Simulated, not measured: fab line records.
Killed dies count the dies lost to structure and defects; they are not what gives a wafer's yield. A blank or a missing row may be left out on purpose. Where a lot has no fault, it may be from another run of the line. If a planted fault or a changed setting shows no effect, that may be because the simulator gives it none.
Split-lot trial    flow n5_finfet    39 wafers read across 7 lots, on a route 1938 steps long

## THE SPLIT ITSELF
At N5_DUMMY_GATE_CVD_03 (deposits a-Si from SiH4, target thk 150 nm, time 8042 s), the setting target_thk_a was moved away from the recipe's 1500 angstrom on 18 of the 39 wafers read, by +20.7% to +47.9%. All remaining wafers had this setting at the recipe value.

Reading taken at the split's own step.

## THE READING
a-Si_of_DUMMY_GATE_CVD_03.thk_nm (the simulator's own value, which no gauge read), in nm, at N5_DUMMY_GATE_CVD_03 (deposits a-Si from SiH4, target thk 150 nm, time 8042 s). No usual value for it is given in the file. Here, 21 wafers ran the recipe; their average is 150.3 nm with a standard deviation of 1.3 nm.

wafer   tool, chamber at the split  target_thk_a as run, angstrom  against the recipe  a-Si_of_DUMMY_GATE_CVD_03.thk_nm, nm  against lot-mates on the recipe
L074.1  -, -                        1911                           +27.4%              194.4                                 no lot-mate on the recipe
L074.2  -, -                        1911                           +27.4%              194.4                                 no lot-mate on the recipe
L074.3  -, -                        1911                           +27.4%              192.8                                 no lot-mate on the recipe
L074.4  -, -                        1911                           +27.4%              193.6                                 no lot-mate on the recipe
L074.5  -, -                        1911                           +27.4%              193.2                                 no lot-mate on the recipe
L074.6  -, -                        1911                           +27.4%              192.6                                 no lot-mate on the recipe
L075.1  -, -                        1500                           recipe              151                                   -
L075.2  -, -                        1500                           recipe              149.8                                 -
L075.3  -, -                        1500                           recipe              149.4                                 -
L075.6  -, -                        1500                           recipe              149.4                                 -
L075.4  -, -                        1500                           recipe              149.6                                 -
L075.5  -, -                        1500                           recipe              150.8                                 -
L084.1  -, -                        1500                           recipe              151.6                                 -
L084.2  -, -                        1500                           recipe              150.4                                 -
L084.3  -, -                        1500                           recipe              151.8                                 -
L084.4  -, -                        1500                           recipe              151.8                                 -
L084.5  -, -                        1500                           recipe              152.4                                 -
L084.6  -, -                        1500                           recipe              152.4                                 -
L086.1  -, -                        1500                           recipe              151.2                                 -
L086.2  -, -                        1500                           recipe              148.8                                 -
L086.3  -, -                        1500                           recipe              150.6                                 -
L086.6  -, -                        1500                           recipe              150.6                                 -
L086.4  -, -                        1500                           recipe              150.4                                 -
L086.5  -, -                        1500                           recipe              149.4                                 -
L087.2  lpcvd-02, 0/20              1500                           recipe              148                                   -
L087.3  lpcvd-02, 0/25              1500                           recipe              148.8                                 -
L087.4  lpcvd-02, 0/29              1500                           recipe              147.6                                 -
L089.1  -, -                        2219                           +47.9%              221.8                                 no lot-mate on the recipe
L089.2  -, -                        2219                           +47.9%              221.2                                 no lot-mate on the recipe
L089.5  -, -                        2219                           +47.9%              221.2                                 no lot-mate on the recipe
L089.3  -, -                        2219                           +47.9%              221.4                                 no lot-mate on the recipe
L089.6  -, -                        2219                           +47.9%              221.4                                 no lot-mate on the recipe
L089.4  -, -                        2219                           +47.9%              221.6                                 no lot-mate on the recipe
L091.1  -, -                        1810                           +20.7%              185                                   no lot-mate on the recipe
L091.2  -, -                        1810                           +20.7%              185.2                                 no lot-mate on the recipe
L091.3  -, -                        1810                           +20.7%              184.6                                 no lot-mate on the recipe
L091.4  -, -                        1810                           +20.7%              183.4                                 no lot-mate on the recipe
L091.5  -, -                        1810                           +20.7%              183.2                                 no lot-mate on the recipe
L091.6  -, -                        1810                           +20.7%              184.2                                 no lot-mate on the recipe

FIT RESULTS
A straight line over all 39 wafers: a-Si_of_DUMMY_GATE_CVD_03.thk_nm changes by +1.51 nm for each +1% of target_thk_a; r = +1.00; the points scatter about the line by 1.7 nm.
Too few moved wafers with a lot-mate on the recipe to fit a line net of each lot's own level.

## THE FILE'S OWN FIT
a-Si_of_DUMMY_GATE_CVD_03.thk_nm changes by +1.51 nm for each +1% of target_thk_a, r = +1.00.
